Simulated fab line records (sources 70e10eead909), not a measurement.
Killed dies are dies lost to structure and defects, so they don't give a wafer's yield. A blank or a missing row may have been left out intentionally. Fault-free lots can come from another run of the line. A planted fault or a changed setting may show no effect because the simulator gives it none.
fab line records	flow nand-harc	part 1 of 2: steps 1 to 25 of 33
[record] lots = 5	wafers = 15	last-day = 34
route steps=1302 shown A_CONTACT@1058
lots untouched by any fault: they come from a run of this same line in which no faults occurred
start-h: hours from the record's opening day to when the first of the lot's shown wafers began	wait-h: time in hours since the lot's previous step	" the same as in the row above	L1.1+2: several wafers, shown together as one row	- no value, or no start given	* or withheld: withheld	< > ~ a bound
route shown NAME@n: NAME is a module with steps in the file, n the number in the route of the first one	usual: mean and standard deviation over wafers with no fault	same: alike in all rows	chamber/n: place in a boat	sites: per-site readings	_std_site: how widely they spread, as a standard deviation	_edge_site: outer sites' mean less inner sites'	radius-mm: for every site, how far away it sits from the centre of the wafer	mask NAME#n: copy n	behind: tool/chamber where the wafer was last shaped	hold: why the lot was held/for how many hours/how that ended	device: which transistor (n, p or np) failed to switch	end of line: the tests these same wafers got at the end of their route	where a step has no rows: the recipe by itself	killed: dies that structure and defects cost at the first sort, which is not the same as the wafer's yield	map: a wafer's dies, x killed, . not, _ none there
set.NAME: setting as actually run; set.NAME@STEP: the setting as run at that earlier step	model.NAME: the simulator's own value behind a step, which no gauge read
a table for each step, a row for each wafer; lots at some steps of the route
services: a tool's chamber out of use, with start hour (start-h, from the record's first day; less than 0 if before it), hours out, and reason
[[steps]]
[step NHARC_A_CONTACT_ETCH_97]
[recipe] target-depth-a = 200	over-etch-frac = 0.5	time-s = 10	ion-energy-ev = 250	c4f6-flow-sccm = 25	o2-flow-sccm = 20	ar-flow-sccm = 500	rf-w = 600	bias-w = 500	chemistry = C4F6/O2
[usual] drypump-motor-current-A = 6.0/0.41	o2-flow-sccm = 20.00/0.056	oes-product-au = 0.958/0.02	rf-vpp-V = 545/3.3	showerhead-plenum-p-Torr = 3.86/0.15	throttle-valve-pct = 26.903/0.0093
lot.wafer	tool	chamber	start-h	wait-h	drypump-motor-current-A	o2-flow-sccm	oes-product-au	rf-hours-counter-h	rf-vpp-V	showerhead-plenum-p-Torr	throttle-valve-pct
L082.4	rie-diel-07	1	-	-	6.1	19.95	0.950	42	551	4.13	26.899
L082.3	"	2	"	"	6.5	20.07	0.971	41	547	3.91	26.911
L082.5	"	3	"	"	5.1	19.96	0.960	-	543	3.78	26.889
L084.2	rie-diel-09	3	-	-	5.9	19.96	0.942	16	552	4.12	26.897
L084.4	"	2	"	"	5.9	19.98	0.967	18	541	3.71	26.892
L084.5	"	0	"	"	5.6	20.03	0.960	-	542	3.75	26.900
L085.4	rie-diel-09	1	-	-	6.5	19.82	0.948	21	545	3.82	26.891
L085.3	"	3	"	"	5.9	19.96	0.948	20	550	4.11	26.906
L085.6	"	2	"	"	5.8	19.93	0.947	-	543	3.70	26.905
L095.4	rie-diel-07	3	-	-	5.1	19.96	0.962	22	544	3.75	26.912
L095.2	"	1	"	"	6.1	19.95	0.962	28	549	4.10	26.897
L095.6	"	0	"	"	6.0	20.01	0.957	-	546	3.93	26.900
L097.3	rie-diel-09	3	-	-	5.9	19.92	0.996	9	551	4.10	26.909
L097.2	"	1	"	"	6.5	20.03	1.005	10	543	3.81	26.897
L097.6	"	0	"	"	5.6	19.91	0.993	-	544	3.74	26.902
[step NHARC_A_CONTACT_CD_MEAS_80]
[usual] cd-nm = 289.6/0.87
lot.wafer	tool	chamber	start-h	wait-h	cd-nm
L082.3	cd-sem-03	-	605.95	-	288.2
L082.4	"	-	"	"	287.9
L082.5	"	-	"	"	288.0
L084.2	cd-sem-02	-	611.44	-	289.3
L084.4	"	-	"	"	289.1
L084.5	"	-	"	"	289.5
L085.3	cd-sem-03	-	633.49	-	289.8
L085.4	"	-	"	"	290.0
L085.6	"	-	"	"	289.8
L095.2	cd-sem-01	-	728.03	-	290.7
L095.4	"	-	"	"	290.0
L095.6	"	-	"	"	290.1
L097.2	cd-sem-01	-	742.43	-	289.7
L097.3	"	-	"	"	289.9
L097.6	"	-	"	"	289.7
[step NHARC_A_CONTACT_STRIP_103]
[recipe] n2-flow-sccm = 150	h2-flow-sccm = 150	ar-flow-sccm = 0	bias-w = 0	chemistry = N2/H2
lot.wafer	tool	chamber	start-h	wait-h
L082.3+4+5	rie-diel-07	3,2,3	606.10	0.1
L084.4+2+5	rie-diel-04	0,2,0	611.51	0.1
L085.4+3+6	rie-diel-09	1,3,0	633.57	0.1
L095.2+4+6	rie-diel-09	2,3,1	728.11	0.1
L097.3+2+6	rie-diel-07	0,1,3	742.53	0.1
[step NHARC_A_CONTACT_STRIP_104]
[recipe] cf4-flow-sccm = 100	chf3-flow-sccm = 30	ar-flow-sccm = 0	bias-w = 0	chemistry = CF4/CHF3
lot.wafer	tool	chamber	start-h	wait-h
L082.4+3+5	rie-diel-07	2,3,0	606.20	0.1
L084.2+4+5	rie-diel-04	3,1,3	611.61	0.1
L085.3+4+6	rie-diel-09	2,3,1	633.66	0.1
L095.4+2+6	rie-diel-09	0,2,1	728.19	0.1
L097.3+2+6	rie-diel-07	0,1,0	742.60	0.1
[step NHARC_A_CONTACT_STRIP_105]
[recipe] o2-flow-sccm = 400	cos-flow-sccm = 20	ar-flow-sccm = 0	bias-w = 0	chemistry = O2/COS
lot.wafer	tool	chamber	start-h	wait-h
L082.4+3+5	rie-diel-07	1,3,1	606.25	0.1
L084.4+2+5	rie-diel-04	0,1,0	611.67	0.1
L085.4+3+6	rie-diel-09	1,2,1	633.72	0.1
L095.2+4+6	rie-diel-09	0,2,0	728.26	0.1
L097.2+3+6	rie-diel-07	3,0,2	742.67	0.1
[step NHARC_A_CONTACT_ETCH_106]
[recipe] target-depth-a = 900	overetch-a = 90	time-s = 49.5	ion-energy-ev = 100	cf4-flow-sccm = 80	o2-flow-sccm = 20	ar-flow-sccm = 0	rf-w = 300	bias-w = 100	chemistry = CF4/O2
[usual] drypump-motor-current-A = 6.0/0.42	o2-flow-sccm = 19.99/0.052	oes-product-au = 1.001/0.007	rf-vpp-V = 197.5/1.3	showerhead-plenum-p-Torr = 1.32/0.059	throttle-valve-pct = 13.396/0.01
lot.wafer	tool	chamber	start-h	wait-h	drypump-motor-current-A	o2-flow-sccm	oes-product-au	rf-hours-counter-h	rf-vpp-V	showerhead-plenum-p-Torr	throttle-valve-pct
L082.4	rie-diel-07	0	606.33	0.1	6.0	19.89	1.005	35	197.9	1.34	13.400
L082.3	"	1	"	"	6.1	19.93	1.004	42	198.5	1.41	13.400
L082.5	"	2	"	"	6.5	20.06	1.006	-	198.6	1.33	13.382
L084.4	rie-diel-07	3	611.74	0.1	5.1	20.01	1.006	39	196.3	1.28	13.408
L084.2	"	1	"	"	6.1	20.00	1.013	45	198.7	1.41	13.396
L084.5	"	3	"	"	5.1	20.00	0.990	-	196.8	1.28	13.389
L085.3	rie-diel-09	1	633.78	0.1	6.4	19.86	1.009	21	197.8	1.30	13.392
L085.4	"	3	"	"	5.9	20.05	1.002	20	199.0	1.40	13.400
L085.6	"	0	"	"	5.5	19.88	0.985	-	195.8	1.27	13.421
L095.4	rie-diel-09	3	728.32	0.0	5.9	19.98	1.001	7	197.9	1.40	13.400
L095.2	"	1	"	"	6.5	19.92	1.020	7	196.4	1.29	13.388
L095.6	"	3	"	"	5.8	19.96	1.012	-	198.8	1.40	13.398
L097.3	rie-diel-07	2	742.73	0.1	6.5	20.06	1.005	18	198.5	1.32	13.407
L097.2	"	3	"	"	5.1	20.06	1.004	26	196.6	1.27	13.411
L097.6	"	1	"	"	6.1	19.97	1.003	-	198.6	1.40	13.402
[step NHARC_A_CONTACT_STRIP_82]
[recipe] o2-flow-sccm = 500	ar-flow-sccm = 0	bias-w = 0	chemistry = O2
[usual] drypump-motor-current-A = 6.0/0.42	o2-flow-sccm = 499.9/1.4	oes-product-au = 1.001/0.007	rf-vpp-V = 57.7/0.92	showerhead-plenum-p-Torr = 3.50/0.15	throttle-valve-pct = 17.036/0.0086
lot.wafer	tool	chamber	start-h	wait-h	drypump-motor-current-A	o2-flow-sccm	oes-product-au	rf-hours-counter-h	rf-vpp-V	showerhead-plenum-p-Torr	throttle-valve-pct
L082.4	rie-diel-07	0	-	-	6.1	499.1	1.018	35	58.5	3.55	17.043
L082.3	"	2	"	"	6.5	499.4	1.008	41	57.9	3.51	17.041
L082.5	"	0	"	"	6.1	498.3	1.010	-	57.0	3.55	17.035
L084.2	rie-diel-07	2	-	-	6.5	498.8	1.008	43	56.9	3.51	17.041
L084.4	"	1	"	"	6.1	499.6	1.002	45	57.8	3.72	17.018
L084.5	"	3	"	"	5.1	500.9	0.998	-	58.0	3.39	17.032
L085.4	rie-diel-09	3	-	-	5.9	498.4	0.996	20	58.0	3.70	17.038
L085.3	"	2	"	"	5.9	500.3	1.001	22	56.6	3.32	17.034
L085.6	"	3	"	"	5.9	496.0	1.003	-	58.4	3.70	17.040
L095.4	rie-diel-09	0	-	-	5.6	502.8	1.004	8	56.3	3.36	17.048
L095.2	"	3	"	"	5.9	499.3	0.992	7	58.2	3.70	17.032
L095.6	"	1	"	"	6.5	498.9	1.003	-	59.4	3.43	17.037
L097.2	rie-diel-07	1	-	-	6.1	499.2	1.011	32	57.5	3.69	17.046
L097.3	"	2	"	"	6.5	500.3	1.006	18	58.0	3.50	17.052
L097.6	"	1	"	"	6.1	497.9	1.010	-	59.5	3.69	17.039
[step NHARC_A_CONTACT_STRIP_83]
[recipe] time-s = 600	temp-c = 30	chemistry = post-etch-residue-remover
lot.wafer	tool	chamber	start-h	wait-h
L082.5+4+3	wet-bench-05	1,2,4	606.72	-
L084.5+4+2	wet-bench-05	3,4,5	612.13	-
L085.4+6+3	wet-bench-06	3,6,0	634.17	-
L095.2+4+6	wet-bench-05	0,1,4	728.71	-
L097.6+2+3	wet-bench-02	1,4,6	743.11	-
[step NHARC_A_CONTACT_DEP_84]
[recipe] target-thk-a = 28000	temp-c = 400	material = aC
[usual] throttle-valve-pct = 35.001/0.0091
lot.wafer	tool	chamber	start-h	wait-h	throttle-valve-pct
L082.3	acl-dep-01	0	608.64	-	34.984
L082.4	"	0	"	"	35.000
L082.5	"	0	"	"	34.990
L084.2	acl-dep-01	0	619.95	-	35.000
L084.4	"	0	"	"	35.005
L084.5	"	0	"	"	34.998
L085.3	acl-dep-02	0	637.05	-	35.014
L085.4	"	0	"	"	35.011
L085.6	"	0	"	"	34.990
L095.2	acl-dep-03	0	729.27	-	34.987
L095.4	"	0	"	"	35.012
L095.6	"	0	"	"	34.990
L097.2	acl-dep-03	0	751.05	-	35.003
L097.3	"	0	"	"	35.002
L097.6	"	0	"	"	34.997
[step NHARC_A_CONTACT_DEP_85]
[recipe] target-thk-a = 600	target-thk-nm = 60	temp-c = 400	pressure-torr = 3.5	flow-sccm = 200	rf-w = 350	material = SiON
[usual] heater-power-w = 749/95
lot.wafer	tool	chamber	start-h	wait-h	heater-power-w
L082.3	pecvd-04	2	609.80	0.9	555
L082.5	"	2	"	"	560
L082.4	"	0	"	"	747
L084.2	pecvd-02	2	621.46	1.2	776
L084.5	"	0	"	"	833
L084.4	"	2	"	"	787
L085.3	pecvd-01	1	638.29	0.9	666
L085.4	"	2	"	"	638
L085.6	"	1	"	"	682
L095.2	pecvd-01	1	730.82	1.3	608
L095.4	"	2	"	"	633
L095.6	"	0	"	"	876
L097.3	pecvd-02	2	752.48	0.9	892
L097.2	"	1	"	"	865
L097.6	"	2	"	"	896
[step NHARC_A_CONTACT_DEHYDRATE_00]
[recipe] temp-c = 150	time-s = 120
lot.wafer	tool	chamber	start-h	wait-h
L082.3+4+5	litho-track-01	0	610.07	0.2
L084.2+4+5	litho-track-01	0	621.68	0.2
L085.3+4+6	litho-track-01	0	638.50	0.2
L095.2+4+6	litho-track-01	0	731.03	0.2
L097.2+3+6	litho-track-04	0	752.75	0.2
[step NHARC_A_CONTACT_HMDS_01]
[recipe] time-s = 30
lot.wafer	tool	chamber	start-h	wait-h
L082.3+4+5	litho-track-01	0	-	-
L084.2+4+5	litho-track-01	0	-	-
L085.3+4+6	litho-track-01	0	-	-
L095.2+4+6	litho-track-01	0	-	-
L097.2+3+6	litho-track-04	0	-	-
[step NHARC_A_CONTACT_COAT_86]
[recipe] temp-c = 260	time-s = 75
lot.wafer	tool	chamber	start-h	wait-h
L082.3+4+5	litho-track-01	0	-	-
L084.2+4+5	litho-track-01	0	-	-
L085.3+4+6	litho-track-01	0	-	-
L095.2+4+6	litho-track-01	0	-	-
L097.2+3+6	litho-track-04	0	-	-
[step NHARC_A_CONTACT_COAT_87]
[recipe] temp-c = 225	time-s = 65
lot.wafer	tool	chamber	start-h	wait-h
L082.3+4+5	litho-track-01	0	-	-
L084.2+4+5	litho-track-01	0	-	-
L085.3+4+6	litho-track-01	0	-	-
L095.2+4+6	litho-track-01	0	-	-
L097.2+3+6	litho-track-04	0	-	-
[step NHARC_A_CONTACT_COAT_02]
[recipe] spin-rpm = 1500	resist-thk-nm = 90
lot.wafer	tool	chamber	start-h	wait-h
L082.3+4+5	litho-track-01	0	-	-
L084.2+4+5	litho-track-01	0	-	-
L085.3+4+6	litho-track-01	0	-	-
L095.2+4+6	litho-track-01	0	-	-
L097.2+3+6	litho-track-04	0	-	-
[step NHARC_A_CONTACT_SOFTBAKE_03]
[recipe] temp-c = 105	time-s = 55
lot.wafer	tool	chamber	start-h	wait-h
L082.3+4+5	litho-track-01	0	-	-
L084.2+4+5	litho-track-01	0	-	-
L085.3+4+6	litho-track-01	0	-	-
L095.2+4+6	litho-track-01	0	-	-
L097.2+3+6	litho-track-04	0	-	-
[step NHARC_A_CONTACT_EBR_04]
lot.wafer	tool	chamber	start-h	wait-h
L082.3+4+5	litho-track-01	0	-	-
L084.2+4+5	litho-track-01	0	-	-
L085.3+4+6	litho-track-01	0	-	-
L095.2+4+6	litho-track-01	0	-	-
L097.2+3+6	litho-track-04	0	-	-
[step NHARC_A_CONTACT_EXPOSE_05]
[recipe] na = 1.35	sigma-outer = 0.8	dose-mj = 84.24	mask-id = A_CC
[usual] reticle-temp-C = 23.02/0.12
lot.wafer	tool	chamber	start-h	wait-h	mask	reticle-temp-C
L082.3	arfi-scanner-03	0	610.39	-	A_CC#0	22.88
L082.4	"	0	"	"	A_CC#0	22.99
L082.5	"	0	"	"	A_CC#0	23.00
L084.2	arfi-scanner-01	0	621.99	-	A_CC#0	23.13
L084.4	"	0	"	"	A_CC#0	23.02
L084.5	"	0	"	"	A_CC#0	23.06
L085.3	arfi-scanner-03	0	638.82	-	A_CC#0	23.11
L085.4	"	0	"	"	A_CC#0	23.07
L085.6	"	0	"	"	A_CC#0	22.95
L095.2	arfi-scanner-02	0	731.34	-	A_CC#0	23.00
L095.4	"	0	"	"	A_CC#0	23.00
L095.6	"	0	"	"	A_CC#0	22.96
L097.2	arfi-scanner-03	0	752.94	-	A_CC#0	23.02
L097.3	"	0	"	"	A_CC#0	22.94
L097.6	"	0	"	"	A_CC#0	23.16
[step NHARC_A_CONTACT_PEB_06]
[recipe] peb-temp-c = 100	peb-time-s = 65
lot.wafer	tool	chamber	start-h	wait-h
L082.3+4+5	litho-track-04	0	610.44	0.0
L084.2+4+5	litho-track-04	0	622.05	0.1
L085.3+4+6	litho-track-04	0	638.88	0.0
L095.2+4+6	litho-track-06	0	731.40	0.1
L097.2+3+6	litho-track-01	0	753.00	0.1
[step NHARC_A_CONTACT_DEVELOP_07]
[recipe] develop-time-s = 35	dev-temp-c = 23
lot.wafer	tool	chamber	start-h	wait-h
L082.3+4+5	litho-track-04	0	-	-
L084.2+4+5	litho-track-04	0	-	-
L085.3+4+6	litho-track-04	0	-	-
L095.2+4+6	litho-track-06	0	-	-
L097.2+3+6	litho-track-01	0	-	-
[step NHARC_A_CONTACT_CD_MEAS_08]
[recipe] target-cd-nm = 200	landing-energy-ev = 500
[usual] cd-nm = 200.0/0.39
lot.wafer	tool	chamber	start-h	wait-h	cd-nm
L082.3	cd-sem-03	0	610.52	-	200.1
L082.4	"	0	"	"	200.6
L082.5	"	0	"	"	200.2
L084.2	cd-sem-01	0	622.13	-	200.1
L084.4	"	0	"	"	199.6
L084.5	"	0	"	"	200.1
L085.3	cd-sem-02	0	638.96	-	200.4
L085.4	"	0	"	"	199.8
L085.6	"	0	"	"	200.3
L095.2	cd-sem-03	0	731.48	-	199.5
L095.4	"	0	"	"	200.3
L095.6	"	0	"	"	199.7
L097.2	cd-sem-01	0	753.08	-	200.5
L097.3	"	0	"	"	200.2
L097.6	"	0	"	"	200.5
[step NHARC_A_CONTACT_OVL_MEAS_09]
[usual] overlay-x-nm = 0.1/0.99	overlay-y-nm = -0.1/0.62
lot.wafer	tool	chamber	start-h	wait-h	overlay-x-nm	overlay-y-nm
L082.3	overlay-01	-	610.61	-	-1.9	-0.3
L082.4	"	-	"	"	-1.6	-0.5
L082.5	"	-	"	"	-0.9	0.1
L084.2	overlay-01	-	622.22	-	-0.7	-0.1
L084.4	"	-	"	"	-0.7	0.2
L084.5	"	-	"	"	-0.7	0.0
L085.3	overlay-02	-	639.04	-	-0.9	0.4
L085.4	"	-	"	"	-0.7	0.3
L085.6	"	-	"	"	-0.3	0.1
L095.2	overlay-01	-	731.57	-	1.3	-0.5
L095.4	"	-	"	"	1.5	-1.1
L095.6	"	-	"	"	1.1	-0.9
L097.2	overlay-02	-	753.17	-	-0.6	1.0
L097.3	"	-	"	"	-0.1	0.8
L097.6	"	-	"	"	-1.1	0.9
[step NHARC_A_CONTACT_INSPECT_10]
[usual] raw-defect-count = 89/43
lot.wafer	tool	chamber	start-h	wait-h	raw-defect-count
L082.3	defect-inspect-01	-	610.64	0.0	134
L082.4	"	-	"	"	142
L082.5	"	-	"	"	119
L084.2	defect-inspect-02	-	622.25	0.0	123
L084.4	"	-	"	"	129
L084.5	"	-	"	"	121
L085.3	defect-inspect-01	-	639.08	0.0	18
L085.4	"	-	"	"	23
L085.6	"	-	"	"	16
L095.2	defect-inspect-02	-	731.61	0.0	21
L095.4	"	-	"	"	24
L095.6	"	-	"	"	25
L097.2	defect-inspect-01	-	753.20	0.0	141
L097.3	"	-	"	"	109
L097.6	"	-	"	"	141
[step NHARC_A_CONTACT_DESCUM_13]
[recipe] time-s = 3	o2-flow-sccm = 200	ar-flow-sccm = 0	bias-power-w = 0	chemistry = O2
[usual] drypump-motor-current-A = 6.0/0.36	o2-flow-sccm = 200.1/0.66	oes-product-au = 1.000/0.0076	rf-vpp-V = 57.6/0.89	showerhead-plenum-p-Torr = 1.89/0.09	throttle-valve-pct = 11.310/0.0089
lot.wafer	tool	chamber	start-h	wait-h	drypump-motor-current-A	o2-flow-sccm	oes-product-au	rf-hours-counter-h	rf-vpp-V	showerhead-plenum-p-Torr	throttle-valve-pct
L082.4	rie-diel-09	0	610.72	0.1	5.6	200.5	0.984	14	57.8	1.82	11.307
L082.3	"	1	"	"	6.4	200.7	1.010	17	56.8	1.86	11.316
L082.5	"	3	"	"	5.9	199.9	0.998	-	56.7	2.02	11.293
L084.4	rie-diel-09	2	622.31	0.1	5.9	201.7	1.012	21	57.7	1.80	11.312
L084.2	"	0	"	"	5.6	201.5	0.995	16	57.6	1.82	11.313
L084.5	"	3	"	"	5.8	199.9	1.000	-	56.8	2.02	11.316
L085.3	rie-diel-09	0	639.14	0.1	5.6	199.8	0.994	19	57.2	1.82	11.306
L085.4	"	1	"	"	6.5	199.2	1.009	21	56.7	1.86	11.319
L085.6	"	1	"	"	6.5	199.8	1.004	-	57.0	1.86	11.306
L095.2	rie-diel-04	0	731.67	0.1	6.0	200.2	1.007	7	58.2	2.05	11.306
L095.4	"	2	"	"	6.3	200.3	1.003	6	57.1	1.81	11.321
L095.6	"	1	"	"	6.8	199.5	1.005	-	59.3	1.94	11.300
L097.3	rie-diel-09	1	753.26	0.1	6.4	201.2	1.004	11	58.3	1.85	11.312
L097.2	"	0	"	"	5.5	200.4	1.000	11	57.7	1.81	11.306
L097.6	"	1	"	"	6.5	199.7	1.003	-	57.5	1.85	11.313
[step NHARC_A_CONTACT_ETCH_88]
[recipe] target-depth-a = 390	over-etch-frac = 0.3	time-s = 65	ion-energy-ev = 80	cf4-flow-sccm = 150	ar-flow-sccm = 0	rf-w = 300	bias-w = 100	chemistry = CF4
[usual] drypump-motor-current-A = 6.0/0.36	oes-product-au = 1.000/0.0071	rf-vpp-V = 151.0/1.3	showerhead-plenum-p-Torr = 1.74/0.075	throttle-valve-pct = 13.286/0.009
lot.wafer	tool	chamber	start-h	wait-h	drypump-motor-current-A	oes-product-au	rf-hours-counter-h	rf-vpp-V	showerhead-plenum-p-Torr	throttle-valve-pct
L082.4	rie-diel-09	2	610.79	0.1	5.8	1.000	18	149.3	1.67	13.296
L082.3	"	1	"	"	6.5	1.002	17	150.9	1.72	13.275
L082.5	"	2	"	"	5.9	0.996	-	149.5	1.67	13.286
L084.2	rie-diel-09	2	622.40	0.1	5.8	0.999	21	150.6	1.67	13.293
L084.4	"	3	"	"	5.9	0.992	18	152.1	1.86	13.286
L084.5	"	1	"	"	6.4	1.003	-	151.7	1.72	13.288
L085.3	rie-diel-09	2	639.23	0.1	5.8	1.006	23	148.2	1.67	13.293
L085.4	"	3	"	"	5.9	0.995	20	152.2	1.86	13.272
L085.6	"	2	"	"	5.8	0.997	-	149.7	1.67	13.269
L095.2	rie-diel-04	0	731.76	0.1	6.1	1.004	7	152.4	1.89	13.278
L095.4	"	2	"	"	6.3	0.997	6	149.2	1.68	13.296
L095.6	"	3	"	"	6.0	1.003	-	150.7	1.70	13.284
L097.3	rie-diel-09	0	753.35	0.1	5.6	1.002	11	151.0	1.68	13.279
L097.2	"	1	"	"	6.4	1.001	11	149.8	1.72	13.280
L097.6	"	0	"	"	5.5	0.993	-	150.5	1.68	13.295
